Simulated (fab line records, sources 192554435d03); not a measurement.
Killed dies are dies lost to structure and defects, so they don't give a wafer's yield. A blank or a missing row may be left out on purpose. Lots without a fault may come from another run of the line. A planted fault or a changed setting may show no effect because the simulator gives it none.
fab line records | flow n5_finfet
record lots=24 wafers=72 last_day=17
route steps=1938 shown BEOL_M9@1419
lots that met no fault: from a run of the same line without faults
start_h: hours from the record's first day to the start of the lot's first wafer shown | wait_h: hours since the lot's step before | " the same as in the row above | L1.1+2: a row that stands for several wafers | - no value, or no start given | * or withheld: withheld | < > ~ a bound
route shown NAME@n: a module of which the file shows steps, and the number in the route of the first | usual: mean/standard deviation of fault-free wafers | same: alike in all rows | chamber/n: place in a boat | sites: the reading at each site | _std_site: their standard deviation | _edge_site: outer sites' mean less inner sites' | radius_mm: how far each site lies from the wafer's centre | mask NAME#n: copy n | behind: the tool/chamber that last shaped the wafer | hold: why the lot was held/for how many hours/how that ended | device: the transistor (n, p or np) that didn't switch | end of line: the same wafers' tests at the end of the route | a step without rows: its recipe alone | killed: dies lost to structure and defects at the first sort, not the wafer's yield | map: a wafer's dies, x killed, . not, _ none there
set.NAME: the setting as run; set.NAME@STEP: as run at that earlier step | model.NAME: the simulator's own value behind a step, which no gauge read
steps of the route over a sample of lots; a table a step, a row a wafer
services: from which hour (start_h, from the record's first day; less than 0 if before it) a tool's chamber was out of use, for how many hours, and why
## steps
# step N5_BEOL_M9_ETCH_62
# recipe chemistry=N2/H2 target=SOC target_depth_a=1100 overetch_a=220 mask_material=SiARC temp_c=40 time_s=165 ion_energy_ev=200 pressure_mtorr=30 source_w=840 bias_w=150 n2_flow_sccm=200 h2_flow_sccm=200
# usual bias_w=150.0/0.46 drypump_motor_current_A=5.7/0.52 oes_product_au=0.63/0.055 rf_fwd_power_W=837.2/2.5 rf_vpp_V=523.2/2.1 showerhead_plenum_p_Torr=2.52/0.069 throttle_valve_pct=17.99/0.22
# columns lot.wafer tool chamber start_h wait_h bias_w drypump_motor_current_A oes_product_au rf_fwd_power_W rf_hours_counter_h rf_vpp_V showerhead_plenum_p_Torr throttle_valve_pct
L074.2 rie_diel-06 2 215.48 0.0 149.7 6.3 0.59 837.1 231 526.6 2.62 18.20
L074.3 " 0 " " 150.3 6.1 0.67 837.1 119 527.1 2.66 17.52
L074.6 " 1 " " 150.6 5.3 0.60 840.0 - 522.1 2.54 18.24
L075.1 rie_diel-01 3 221.52 0.0 150.0 5.7 0.62 837.0 187 523.1 2.51 17.88
L075.4 " 0 " " 150.2 5.3 0.68 841.8 95 525.2 2.56 17.82
L075.6 " 2 " " 150.2 5.9 0.70 837.0 - 521.9 2.47 17.91
L076.1 rie_diel-01 0 229.04 0.0 149.7 5.3 0.69 838.1 98 525.3 2.56 17.82
L076.3 " 1 " " 150.1 6.4 0.59 838.9 226 518.6 2.41 18.12
L076.5 " 0 " " 149.9 5.3 0.68 838.8 - 525.5 2.56 17.85
L078.2 rie_diel-06 0 231.76 0.0 149.9 6.1 0.67 840.3 123 528.6 2.66 17.52
L078.3 " 2 " " 149.2 6.3 0.58 834.4 235 524.3 2.62 18.19
L078.6 " 1 " " 149.3 5.3 0.60 842.7 - 524.5 2.54 18.22
L077.2 rie_diel-05 1 233.45 0.0 150.3 5.2 0.59 837.1 199 522.8 2.54 18.31
L077.3 " 0 " " 149.8 5.8 0.65 836.4 135 519.7 2.44 17.90
L077.4 " 2 " " 149.6 6.3 0.63 838.1 158 523.8 2.54 18.17
L079.1 rie_diel-05 1 248.27 0.0 149.3 5.2 0.59 838.0 204 523.7 2.54 18.32
L079.4 " 2 " " 149.2 6.3 0.63 831.5 - 522.6 2.54 18.17
L079.6 " 3 " " 150.1 4.7 0.62 837.9 - 522.3 2.51 17.85
L080.1 rie_diel-05 1 258.12 0.0 149.9 5.2 0.59 843.9 206 522.9 2.54 18.34
L080.4 " 3 " " 150.3 4.7 0.62 837.9 - 523.4 2.51 17.84
L080.5 " 1 " " 150.1 5.2 0.59 838.1 - 523.7 2.53 18.33
L082.1 rie_diel-06 0 259.60 0.0 149.7 6.2 0.65 834.6 132 527.7 2.65 17.52
L082.2 " 1 " " 150.3 5.4 0.60 838.8 190 522.8 2.53 18.23
L082.5 " 1 " " 150.2 5.4 0.59 838.7 - 523.4 2.53 18.27
L081.1 rie_diel-05 0 262.49 0.0 150.2 5.9 0.64 836.6 140 521.0 2.44 17.91
L081.4 " 2 " " 150.9 6.3 0.62 839.4 168 524.8 2.54 18.19
L081.5 " 3 " " 149.2 4.7 0.62 833.5 - 522.8 2.51 17.83
L083.3 rie_diel-05 3 262.75 0.0 150.1 4.7 0.61 837.6 198 523.2 2.51 17.85
L083.4 " 2 " " 149.9 6.3 0.63 838.0 168 523.2 2.54 18.18
L083.6 " 1 " " 150.6 5.2 0.58 839.5 - 522.1 2.53 18.32
L084.2 rie_diel-05 1 263.23 0.0 150.7 5.2 0.59 839.1 209 522.3 2.53 18.33
L084.3 " 3 " " 149.3 4.7 0.61 834.9 198 524.0 2.51 17.85
L084.5 " 3 " " 149.8 4.7 0.61 834.3 - 524.2 2.51 17.84
L085.3 rie_diel-05 3 283.49 0.0 150.0 4.7 0.61 836.5 204 523.3 2.50 17.85
L085.4 " 1 " " 150.2 5.2 0.58 838.1 216 522.8 2.53 18.34
L085.5 " 3 " " 149.8 4.7 0.61 833.3 - 524.3 2.50 17.86
L086.3 rie_diel-01 0 291.79 0.0 150.3 5.3 0.67 836.1 117 525.4 2.55 17.88
L086.5 " 2 " " 149.6 5.9 0.68 837.8 - 519.8 2.46 17.94
L086.6 " 1 " " 150.5 6.4 0.59 836.0 - 519.1 2.40 18.16
L089.3 rie_diel-05 1 299.56 0.0 149.9 5.2 0.57 833.5 221 523.6 2.53 18.35
L089.5 " 0 " " 149.8 5.9 0.64 835.8 - 521.6 2.44 17.93
L089.6 " 1 " " 150.4 5.2 0.58 833.2 - 524.1 2.53 18.35
L088.1 rie_diel-06 3 310.60 0.0 150.3 5.7 0.59 833.6 235 519.6 2.40 17.95
L088.2 " 0 " " 150.5 6.1 0.64 834.6 149 526.2 2.64 17.57
L088.4 " 2 " " 150.3 6.3 0.83 841.3 1 525.2 2.61 17.81
L087.2 rie_diel-06 3 315.65 0.0 151.4 5.7 0.58 836.4 237 522.0 2.40 17.95
L087.3 " 2 " " 149.4 6.3 0.82 837.1 3 526.1 2.61 17.79
L087.5 " 2 " " 150.4 6.3 0.82 837.2 - 525.4 2.61 17.81
L090.1 rie_diel-06 2 318.00 0.0 150.4 6.3 0.82 838.2 3 525.9 2.61 17.82
L090.5 " 0 " " 150.3 6.1 0.64 836.9 - 526.2 2.64 17.58
L090.6 " 1 " " 149.7 5.4 0.58 838.8 - 525.0 2.53 18.30
L092.1 rie_diel-01 0 327.10 0.0 149.9 5.3 0.66 840.0 125 523.3 2.55 17.87
L092.2 " 3 " " 149.3 5.7 0.60 839.7 220 522.8 2.50 17.92
L092.4 " 2 " " 150.7 5.9 0.66 838.5 - 522.0 2.45 17.94
L094.1 rie_diel-01 2 335.68 0.0 149.9 5.8 0.67 834.9 110 522.1 2.45 17.95
L094.3 " 0 " " 149.9 5.3 0.66 835.2 128 525.4 2.55 17.86
L094.4 " 0 " " 150.3 5.3 0.66 834.5 - 524.8 2.55 17.88
L093.1 rie_diel-06 3 337.39 0.0 150.5 5.7 0.58 836.1 245 520.7 2.39 17.95
L093.3 " 0 " " 150.1 6.1 0.64 837.8 159 524.7 2.64 17.59
L093.5 " 2 " " 150.1 6.3 0.79 836.9 - 525.2 2.60 17.82
L091.1 rie_diel-01 0 339.73 0.0 150.2 5.3 0.65 836.5 130 525.3 2.54 17.89
L091.2 " 2 " " 150.0 5.9 0.67 838.8 112 520.1 2.45 17.97
L091.4 " 3 " " 150.3 5.8 0.60 835.2 - 522.5 2.49 17.94
L095.3 rie_diel-05 3 340.29 0.0 150.7 4.7 0.60 833.5 222 522.8 2.50 17.90
L095.4 " 0 " " 150.2 5.9 0.63 845.3 165 522.5 2.43 17.94
L095.6 " 3 " " 149.4 4.7 0.60 836.3 - 523.8 2.50 17.90
L096.2 rie_diel-05 2 348.92 0.0 150.8 6.3 0.60 838.2 197 524.5 2.53 18.23
L096.4 " 0 " " 149.3 5.8 0.64 836.6 167 520.4 2.43 17.96
L096.6 " 2 " " 150.0 6.3 0.60 836.8 - 524.2 2.53 18.24
L097.3 rie_diel-01 2 355.59 0.0 149.9 5.8 0.67 840.3 117 520.9 2.45 17.96
L097.5 " 3 " " 149.0 5.7 0.60 837.1 - 522.5 2.49 17.95
L097.6 " 0 " " 150.1 5.3 0.66 837.6 - 524.6 2.54 17.89
# step N5_BEOL_M9_CD_MEAS_28
# recipe target_cd_nm=70 landing_energy_ev=500 detector=se_inlens polarity=opening
# usual cd_nm=70.03/0.3
# columns lot.wafer tool chamber start_h wait_h cd_nm
L074.2 cd_sem-03 0 217.59 - 70.18
L074.3 " 0 " " 69.94
L074.6 " 0 " " 69.69
L075.1 cd_sem-03 0 224.06 - 69.89
L075.4 " 0 " " 70.42
L075.6 " 0 " " 70.11
L076.1 cd_sem-02 0 232.06 - 70.13
L076.3 " 0 " " 69.95
L076.5 " 0 " " 70.21
L078.2 cd_sem-01 0 232.46 - 70.10
L078.3 " 0 " " 70.32
L078.6 " 0 " " 70.39
L077.2 cd_sem-02 0 235.99 - 70.47
L077.3 " 0 " " 70.45
L077.4 " 0 " " 70.15
L079.1 cd_sem-01 0 249.18 - 69.54
L079.4 " 0 " " 69.99
L079.6 " 0 " " 69.52
L082.1 cd_sem-02 0 261.30 - 70.19
L082.2 " 0 " " 70.06
L082.5 " 0 " " 70.26
L080.1 cd_sem-03 0 261.47 - 70.55
L080.4 " 0 " " 70.16
L080.5 " 0 " " 70.16
L081.1 cd_sem-01 0 265.45 - 70.24
L081.4 " 0 " " 70.27
L081.5 " 0 " " 70.17
L083.3 cd_sem-02 0 265.62 - 69.95
L083.4 " 0 " " 70.14
L083.6 " 0 " " 70.11
L084.2 cd_sem-02 0 265.78 - 69.72
L084.3 " 0 " " 70.12
L084.5 " 0 " " 69.57
L085.3 cd_sem-01 0 284.24 - 70.02
L085.4 " 0 " " 70.11
L085.5 " 0 " " 70.30
L086.3 cd_sem-01 0 293.94 - 69.94
L086.5 " 0 " " 69.38
L086.6 " 0 " " 69.73
L089.3 cd_sem-01 0 301.33 - 69.76
L089.5 " 0 " " 69.73
L089.6 " 0 " " 69.80
L088.1 cd_sem-02 0 312.42 - 70.09
L088.2 " 0 " " 69.56
L088.4 " 0 " " 69.98
L087.2 cd_sem-01 0 316.47 - 69.90
L087.3 " 0 " " 70.07
L087.5 " 0 " " 70.10
L090.1 cd_sem-01 0 319.71 - 70.19
L090.5 " 0 " " 70.51
L090.6 " 0 " " 69.82
L092.1 cd_sem-02 0 328.19 - 69.77
L092.2 " 0 " " 69.75
L092.4 " 0 " " 69.97
L094.1 cd_sem-03 0 336.59 - 69.82
L094.3 " 0 " " 69.47
L094.4 " 0 " " 69.95
L093.1 cd_sem-01 0 338.15 - 69.95
L093.3 " 0 " " 69.64
L093.5 " 0 " " 69.87
L091.1 cd_sem-03 0 343.00 - 69.63
L091.2 " 0 " " 69.48
L091.4 " 0 " " 69.87
L095.3 cd_sem-02 0 343.16 - 69.90
L095.4 " 0 " " 70.50
L095.6 " 0 " " 69.72
L096.2 cd_sem-02 0 349.87 - 69.96
L096.4 " 0 " " 69.96
L096.6 " 0 " " 69.98
L097.3 cd_sem-01 0 356.46 - 70.27
L097.5 " 0 " " 70.58
L097.6 " 0 " " 70.20
# step N5_BEOL_M9_VIA_ETCH_34
# recipe chemistry=C4F6/O2 target=SiCOH_lowk target_depth_a=1824 mask_material=SOC taper_deg=4 time_s=68.4 ion_energy_ev=250 pressure_mtorr=30 source_w=345 bias_w=185 Ar_flow_sccm=300 C4F6_flow_sccm=10 O2_flow_sccm=10
# usual bias_w=184.9/0.56 drypump_motor_current_A=5.7/0.5 oes_product_au=0.73/0.064 rf_fwd_power_W=342.4/1.3 rf_vpp_V=660/11 showerhead_plenum_p_Torr=2.83/0.085 throttle_valve_pct=21.06/0.22
# columns lot.wafer tool chamber start_h wait_h bias_w drypump_motor_current_A oes_product_au rf_fwd_power_W rf_hours_counter_h rf_vpp_V showerhead_plenum_p_Torr throttle_valve_pct
L074.2 rie_diel-06 1 217.89 0.0 184.7 5.4 0.70 342.3 178 654 2.82 21.20
L074.3 " 3 " " 186.0 5.7 0.71 341.2 205 653 2.72 21.07
L074.6 " 2 " " 185.4 6.3 0.69 341.4 - 667 2.92 21.19
L075.1 rie_diel-01 1 224.36 0.0 185.1 6.4 0.70 345.0 225 657 2.70 21.11
L075.4 " 3 " " 185.0 5.7 0.73 342.3 188 665 2.82 21.01
L075.6 " 3 " " 185.8 5.7 0.73 342.9 - 666 2.82 21.01
L076.1 rie_diel-06 0 232.42 0.0 185.5 6.2 0.78 340.3 123 660 2.97 20.65
L076.3 " 1 " " 185.9 5.4 0.70 343.3 182 652 2.82 21.21
L076.5 " 3 " " 184.6 5.7 0.70 340.7 - 649 2.72 21.08
L078.2 rie_diel-06 2 232.85 0.0 184.8 6.3 0.70 343.0 236 665 2.92 21.22
L078.3 " 0 " " 185.7 6.1 0.79 342.0 124 660 2.97 20.65
L078.6 " 3 " " 184.2 5.7 0.71 344.3 - 651 2.72 21.08
L077.2 rie_diel-05 0 236.29 0.0 185.1 5.9 0.78 345.1 136 644 2.75 20.93
L077.3 " 3 " " 184.7 4.7 0.74 341.5 188 667 2.83 20.94
L077.4 " 1 " " 185.6 5.2 0.69 342.3 200 677 2.83 21.35
L079.1 rie_diel-06 2 249.78 0.0 185.0 6.2 0.70 340.9 241 666 2.92 21.23
L079.4 " 3 " " 185.0 5.6 0.70 341.0 214 650 2.72 21.09
L079.6 " 2 " " 184.9 6.3 0.69 341.7 - 665 2.92 21.20
L082.1 rie_diel-05 2 261.61 0.0 185.0 6.4 0.74 343.0 168 681 2.87 21.39
L082.2 " 0 " " 183.6 5.8 0.77 342.5 139 644 2.75 20.95
L082.5 " 0 " " 184.5 5.8 0.77 343.4 - 644 2.75 20.92
L080.1 rie_diel-06 0 262.01 0.0 185.2 6.1 0.77 342.7 133 660 2.97 20.65
L080.4 " 3 " " 184.1 5.7 0.70 343.5 218 652 2.72 21.11
L080.5 " 2 " " 185.4 6.3 0.68 343.1 - 664 2.92 21.23
L081.1 rie_diel-05 3 265.75 0.0 185.4 4.7 0.73 341.8 199 666 2.82 20.96
L081.4 " 2 " " 185.4 6.4 0.74 344.3 169 681 2.87 21.40
L081.5 " 0 " " 185.5 5.8 0.78 342.3 - 644 2.75 20.92
L083.3 rie_diel-06 0 265.92 0.0 184.8 6.1 0.78 342.5 134 661 2.97 20.67
L083.4 " 3 " " 185.6 5.7 0.70 341.3 219 652 2.71 21.09
L083.6 " 3 " " 185.5 5.7 0.70 341.1 - 652 2.71 21.09
L084.2 rie_diel-06 3 266.49 0.0 184.6 5.7 0.70 342.2 220 650 2.71 21.10
L084.3 " 0 " " 184.1 6.1 0.78 342.1 134 660 2.97 20.67
L084.5 " 2 " " 184.5 6.2 0.68 342.2 - 664 2.92 21.23
L085.3 rie_diel-05 2 284.54 0.0 184.7 6.4 0.72 344.1 174 681 2.86 21.41
L085.4 " 1 " " 184.2 5.2 0.67 343.0 216 677 2.83 21.35
L085.5 " 3 " " 185.5 4.7 0.71 339.9 - 666 2.82 20.96
L086.3 rie_diel-05 2 294.36 0.0 184.7 6.4 0.73 343.7 178 680 2.86 21.41
L086.5 " 2 " " 184.6 6.3 0.72 344.6 - 679 2.86 21.40
L086.6 " 1 " " 185.6 5.2 0.67 344.2 - 676 2.82 21.37
L089.3 rie_diel-06 0 301.63 0.0 184.4 6.2 0.77 342.7 147 659 2.96 20.69
L089.5 " 3 " " 185.1 5.7 0.70 342.3 - 651 2.71 21.11
L089.6 " 0 " " 185.1 6.1 0.76 340.5 - 661 2.96 20.68
L088.1 rie_diel-06 0 312.73 0.0 184.1 6.2 0.76 341.5 150 659 2.96 20.70
L088.2 " 1 " " 184.9 5.4 0.69 344.2 207 651 2.81 21.25
L088.4 " 3 " " 184.8 5.7 0.68 340.8 236 652 2.71 21.13
L087.2 rie_diel-06 2 316.77 0.0 184.9 6.3 0.96 342.6 3 666 2.91 20.85
L087.3 " 3 " " 184.8 5.6 0.69 342.7 237 650 2.71 21.13
L087.5 " 3 " " 185.6 5.6 0.69 342.0 - 651 2.71 21.11
L090.1 rie_diel-01 3 320.01 0.0 184.4 5.8 0.70 342.2 217 666 2.80 21.04
L090.5 " 1 " " 184.3 6.4 0.69 344.5 - 656 2.69 21.16
L090.6 " 3 " " 184.9 5.7 0.70 341.9 - 665 2.80 21.04
L092.1 rie_diel-01 0 328.50 0.0 184.8 5.3 0.77 342.8 126 645 2.86 20.93
L092.2 " 2 " " 185.7 5.9 0.79 342.0 108 652 2.74 20.92
L092.4 " 0 " " 184.6 5.3 0.77 343.1 - 643 2.86 20.93
L094.1 rie_diel-06 2 337.06 0.0 185.2 6.3 0.93 340.5 10 665 2.91 20.87
L094.3 " 3 " " 186.0 5.7 0.68 341.6 245 650 2.70 21.13
L094.4 " 3 " " 185.2 5.7 0.68 340.8 - 652 2.70 21.14
L093.1 rie_diel-05 1 338.46 0.0 185.7 5.2 0.66 341.3 235 678 2.82 21.41
L093.3 " 3 " " 184.5 4.7 0.70 342.4 221 666 2.81 20.98
L093.5 " 2 " " 185.3 6.3 0.72 342.2 - 680 2.85 21.42
L091.1 rie_diel-05 1 343.30 0.0 185.4 5.2 0.67 341.2 236 678 2.82 21.42
L091.2 " 0 " " 185.7 5.8 0.75 342.2 165 644 2.74 20.98
L091.4 " 3 " " 185.3 4.7 0.71 340.8 222 665 2.81 20.97
L095.3 rie_diel-06 2 343.46 0.0 184.1 6.3 0.92 342.3 12 666 2.91 20.87
L095.4 " 3 " " 184.9 5.7 0.68 340.1 - 650 2.70 21.12
L095.6 " 2 " " 184.4 6.3 0.93 342.9 - 665 2.91 20.88
L096.2 rie_diel-01 0 350.17 0.0 185.5 5.3 0.77 344.0 134 643 2.85 20.94
L096.4 " 2 " " 185.3 5.8 0.79 341.0 116 653 2.74 20.92
L096.6 " 0 " " 185.1 5.3 0.77 344.6 - 645 2.85 20.94
L097.3 rie_diel-05 2 356.76 0.0 184.4 6.3 0.71 344.4 199 681 2.85 21.42
L097.5 " 0 " " 185.4 5.9 0.74 341.9 - 644 2.74 20.98
L097.6 " 1 " " 185.0 5.2 0.66 340.8 - 679 2.81 21.39
# step N5_BEOL_M9_CD_MEAS_35
# recipe target_cd_nm=70 target_cd_y_nm=40 polarity=opening
# usual cd_nm=70.0/0.72
# columns lot.wafer tool chamber start_h wait_h cd_nm
L074.2 cd_sem-02 - 218.33 0.0 69.3
L074.3 " - " " 69.9
L074.6 " - " " 69.6
L075.1 cd_sem-02 - 224.79 0.0 71.3
L075.4 " - " " 71.0
L075.6 " - " " 70.6
L076.1 cd_sem-01 - 232.85 0.0 69.9
L076.3 " - " " 70.2
L076.5 " - " " 70.4
L078.2 cd_sem-01 - 233.28 0.0 69.0
L078.3 " - " " 68.4
L078.6 " - " " 68.1
L077.2 cd_sem-01 - 236.72 0.0 70.6
L077.3 " - " " 70.5
L077.4 " - " " 70.2
L079.1 cd_sem-01 - 250.21 0.0 69.3
L079.4 " - " " 69.9
L079.6 " - " " 69.2
L082.1 cd_sem-03 - 262.03 0.0 70.5
L082.2 " - " " 70.6
L082.5 " - " " 70.5
L080.1 cd_sem-03 - 262.45 0.0 71.1
L080.4 " - " " 70.5
L080.5 " - " " 69.7
L081.1 cd_sem-01 - 266.19 0.0 69.7
L081.4 " - " " 70.5
L081.5 " - " " 70.6
L083.3 cd_sem-03 - 266.36 0.0 70.2
L083.4 " - " " 69.6
L083.6 " - " " 70.1
L084.2 cd_sem-03 - 266.93 0.0 69.8
L084.3 " - " " 70.2
L084.5 " - " " 69.3
L085.3 cd_sem-02 - 284.97 0.0 69.9
L085.4 " - " " 69.5
L085.5 " - " " 69.4
L086.3 cd_sem-03 - 294.79 0.0 70.3
L086.5 " - " " 70.3
L086.6 " - " " 70.7
L089.3 cd_sem-02 - 302.06 0.0 70.1
L089.5 " - " " 69.8
L089.6 " - " " 70.2
L088.1 cd_sem-03 - 313.16 0.0 69.4
L088.2 " - " " 69.3
L088.4 " - " " 70.1
L087.2 cd_sem-01 - 317.21 0.0 68.2
L087.3 " - " " 69.0
L087.5 " - " " 69.6
L090.1 cd_sem-02 - 320.44 0.0 70.6
L090.5 " - " " 70.3
L090.6 " - " " 70.0
L092.1 cd_sem-03 - 328.93 0.0 69.6
L092.2 " - " " 69.9
L092.4 " - " " 71.0
L094.1 cd_sem-03 - 337.49 0.0 69.9
L094.3 " - " " 69.9
L094.4 " - " " 68.5
L093.1 cd_sem-02 - 338.89 0.0 70.6
L093.3 " - " " 69.8
L093.5 " - " " 70.9
L091.1 cd_sem-01 - 343.74 0.0 69.2
L091.2 " - " " 69.2
L091.4 " - " " 69.6
L095.3 cd_sem-01 - 343.90 0.0 71.4
L095.4 " - " " 71.1
L095.6 " - " " 70.7
L096.2 cd_sem-02 - 350.61 0.0 70.1
L096.4 " - " " 69.8
L096.6 " - " " 70.3
L097.3 cd_sem-01 - 357.19 0.0 71.4
L097.5 " - " " 70.5
L097.6 " - " " 69.6
# step N5_BEOL_M9_DEGAS_44
# recipe ambient=vacuum temp_c=250 time_s=60
# usual heater_power_w=335/34
# columns lot.wafer tool chamber start_h wait_h heater_power_w
L074.2 pvd_sputter-03 - 219.14 0.6 346
L074.3 " - " " 306
L074.6 " - " " 305
L075.1 pvd_sputter-03 - 225.21 0.3 343
L075.4 " - " " 323
L075.6 " - " " 341
L076.1 pvd_sputter-01 - 233.31 0.4 320
L076.3 " - " " 368
L076.5 " - " " 320
L078.2 pvd_sputter-01 - 234.05 0.6 307
L078.3 " - " " 358
L078.6 " - " " 358
L077.2 pvd_sputter-01 - 237.32 0.5 320
L077.3 " - " " 362
L077.4 " - " " 296
L079.1 pvd_sputter-03 - 250.62 0.3 340
L079.4 " - " " 313
L079.6 " - " " 330
L082.1 pvd_sputter-02 - 262.80 0.7 395
L082.2 " - " " 373
L082.5 " - " " 335
L080.1 pvd_sputter-03 - 262.94 0.4 302
L080.4 " - " " 327
L080.5 " - " " 305
L081.1 pvd_sputter-01 - 267.09 0.8 321
L081.4 " - " " 358
L081.5 " - " " 348
L083.3 pvd_sputter-03 - 267.38 0.8 305
L083.4 " - " " 331
L083.6 " - " " 338
L084.2 pvd_sputter-01 - 267.55 0.5 300
L084.3 " - " " 360
L084.5 " - " " 311
L085.3 pvd_sputter-02 - 285.56 0.4 413
L085.4 " - " " 380
L085.5 " - " " 381
L086.3 pvd_sputter-03 - 295.33 0.3 346
L086.5 " - " " 347
L086.6 " - " " 339
L089.3 pvd_sputter-03 - 302.47 0.2 332
L089.5 " - " " 332
L089.6 " - " " 313
L088.1 pvd_sputter-03 - 314.31 1.0 324
L088.2 " - " " 336
L088.4 " - " " 299
L087.2 pvd_sputter-01 - 319.98 2.3 364
L087.3 " - " " 364
L087.5 " - " " 355
L090.1 pvd_sputter-02 - 320.83 0.3 275
L090.5 " - " " 267
L090.6 " - " " 336
L092.1 pvd_sputter-03 - 331.49 0.3 326
L092.2 " - " " 340
L092.4 " - " " 316
L094.1 pvd_sputter-02 - 337.97 0.4 382
L094.3 " - " " 409
L094.4 " - " " 406
L093.1 pvd_sputter-01 - 339.26 0.3 315
L093.3 " - " " 300
L093.5 " - " " 302
L091.1 pvd_sputter-02 - 344.43 0.6 409
L091.2 " - " " 267
L091.4 " - " " 337
L095.3 pvd_sputter-02 - 344.51 0.4 338
L095.4 " - " " 268
L095.6 " - " " 414
L096.2 pvd_sputter-02 - 350.98 0.2 273
L096.4 " - " " 376
L096.6 " - " " 328
L097.3 pvd_sputter-03 - 359.10 1.7 345
L097.5 " - " " 341
L097.6 " - " " 348
# step N5_BEOL_M9_THK_MEAS_53
# recipe thk_meas_gauge=xrf reads=Cu_of_BEOL_M9_ECD_50
# usual M9_THK=137.1/2.7
# columns lot.wafer tool chamber start_h wait_h M9_THK[nm]
L074.2 film_metro-01 - 220.81 - 132.4
L074.3 " - " " 133.5
L074.6 " - " " 133.6
L075.1 film_metro-01 - 228.29 - 135.1
L075.4 " - " " 133.9
L075.6 " - " " 133.3
L076.1 film_metro-02 - 235.03 - 135.6
L076.3 " - " " 136.5
L076.5 " - " " 138.5
L078.2 film_metro-02 - 235.90 - 139.6
L078.3 " - " " 139.0
L078.6 " - " " 138.2
L077.2 film_metro-01 - 238.75 - 142.0
L077.3 " - " " 139.8
L077.4 " - " " 136.3
L079.1 film_metro-01 - 252.48 - 137.1
L079.4 " - " " 140.4
L079.6 " - " " 137.4
L082.1 film_metro-02 - 264.59 - 139.5
L082.2 " - " " 142.5
L082.5 " - " " 142.2
L080.1 film_metro-02 - 265.40 - 140.4
L080.4 " - " " 137.3
L080.5 " - " " 138.7
L081.1 film_metro-02 - 268.99 - 138.1
L081.4 " - " " 143.1
L081.5 " - " " 143.2
L083.3 film_metro-02 - 269.58 - 138.9
L083.4 " - " " 137.9
L083.6 " - " " 137.8
L084.2 film_metro-01 - 269.86 - 134.3
L084.3 " - " " 138.0
L084.5 " - " " 134.8
L085.3 film_metro-02 - 287.40 - 136.9
L085.4 " - " " 134.5
L085.5 " - " " 135.5
L086.3 film_metro-01 - 297.05 - 136.7
L086.5 " - " " 137.0
L086.6 " - " " 132.7
L089.3 film_metro-02 - 305.66 - 138.3
L089.5 " - " " 137.5
L089.6 " - " " 137.3
L088.1 film_metro-01 - 315.94 - 135.8
L088.2 " - " " 130.3
L088.4 " - " " 136.3
L087.2 film_metro-02 - 321.44 - 134.4
L087.3 " - " " 136.4
L087.5 " - " " 139.5
L090.1 film_metro-02 - 322.64 - 134.4
L090.5 " - " " 135.6
L090.6 " - " " 133.5
L092.1 film_metro-02 - 333.07 - 133.2
L092.2 " - " " 137.3
L092.4 " - " " 134.2
L094.1 film_metro-01 - 340.04 - 134.5
L094.3 " - " " 135.2
L094.4 " - " " 134.6
L093.1 film_metro-01 - 341.43 - 134.8
L093.3 " - " " 136.4
L093.5 " - " " 137.9
L091.1 film_metro-01 - 346.08 - 136.8
L091.2 " - " " 140.9
L091.4 " - " " 137.5
L095.3 film_metro-02 - 346.27 - 135.5
L095.4 " - " " 137.7
L095.6 " - " " 138.8
L096.2 film_metro-01 - 353.20 - 138.5
L096.4 " - " " 138.6
L096.6 " - " " 137.0
L097.3 film_metro-01 - 360.61 - 135.4
L097.5 " - " " 140.9
L097.6 " - " " 136.0
## services
# columns tool chamber start_h hours kind
rie_diel-06 1 239.83 1.3 repair
rie_diel-05 0 244.70 16.5 repair
pvd_sputter-01 - 254.97 2.7 repair
rie_diel-06 2 280.12 - clean
rie_diel-06 2 280.12 - consumable_replace:focus_ring
rie_diel-06 2 280.12 27.4 scheduled_down
rie_diel-06 2 280.12 27.4 vent_cycle
rie_diel-05 3 289.73 3.8 repair
rie_diel-01 0 319.60 5.4 repair
rie_diel-06 1 325.20 24.4 repair
rie_diel-01 1 325.64 - clean
rie_diel-01 1 325.64 - consumable_replace:focus_ring
rie_diel-01 1 325.64 - consumable_replace:showerhead
rie_diel-01 1 325.64 15.8 scheduled_down
rie_diel-01 1 325.64 15.8 vent_cycle
rie_diel-05 0 330.30 1.4 repair
rie_diel-06 - 339.26 2.8 pm
rie_diel-06 3 352.13 - clean
rie_diel-06 3 352.13 - consumable_replace:focus_ring
rie_diel-06 3 352.13 - consumable_replace:showerhead
pvd_sputter-02 - 357.37 4.9 repair
## key
fault none
